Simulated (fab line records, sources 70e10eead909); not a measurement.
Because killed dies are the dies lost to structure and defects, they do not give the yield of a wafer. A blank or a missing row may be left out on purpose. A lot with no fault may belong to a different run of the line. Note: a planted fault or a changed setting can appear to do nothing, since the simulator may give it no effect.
Chamber matching    flow nand harc    NHARC_A_STAIRCASE_DEP_322 on pecvd-04: 3 sister chambers
The step deposits SiO2, target thk 7200 nm. 6 wafers are shown with their chamber, then 8 later ones without.

== WAFERS, EACH WITH ITS CHAMBER ==
wafer   chamber  heater power w (W)
L084.4  0        604
L084.5  2        676
L083.2  1        690
L083.4  0        607
L083.6  2        657
L093.1  1        650

== WAFERS WHOSE CHAMBER IS MISSING ==
wafer   heater power w (W)
L093.2  696
L093.3  649
L095.3  749
L095.5  600
L095.6  703
L096.2  800
L096.3  636
L096.6  682

== THE CHAMBER EACH PASSED THROUGH ==
wafer   from the rows above           in truth
L093.2  can't be placed: 1 or 2       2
L093.3  can't be placed: 2 or 1 or 0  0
L095.3  can't be placed: 1 or 2       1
L095.5  0                             0
L095.6  can't be placed: 1 or 2       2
L096.2  can't be placed: 1 or 2       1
L096.3  can't be placed: 0 or 2 or 1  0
L096.6  can't be placed: 1 or 2       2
Correctly placed: 1 of 8. From these rows, 7 cannot be placed; in 7 the true chamber is one of the candidates. Wrongly placed: 0.
How it was worked out, from the rows above alone: a wafer's distance from a chamber is the root of the sum, over the readings, of the square of ((its reading less the chamber's mean) divided by the reading's scatter). If the next closest chamber is less than 2 further off than the closest, the wafer can't be placed; otherwise it belongs to the closest. A chamber's mean is the mean of its shown wafers. The scatter: take each reading less its chamber's mean, square it, sum over the shown wafers, divide by the number of wafers less the number of chambers, and take the root.
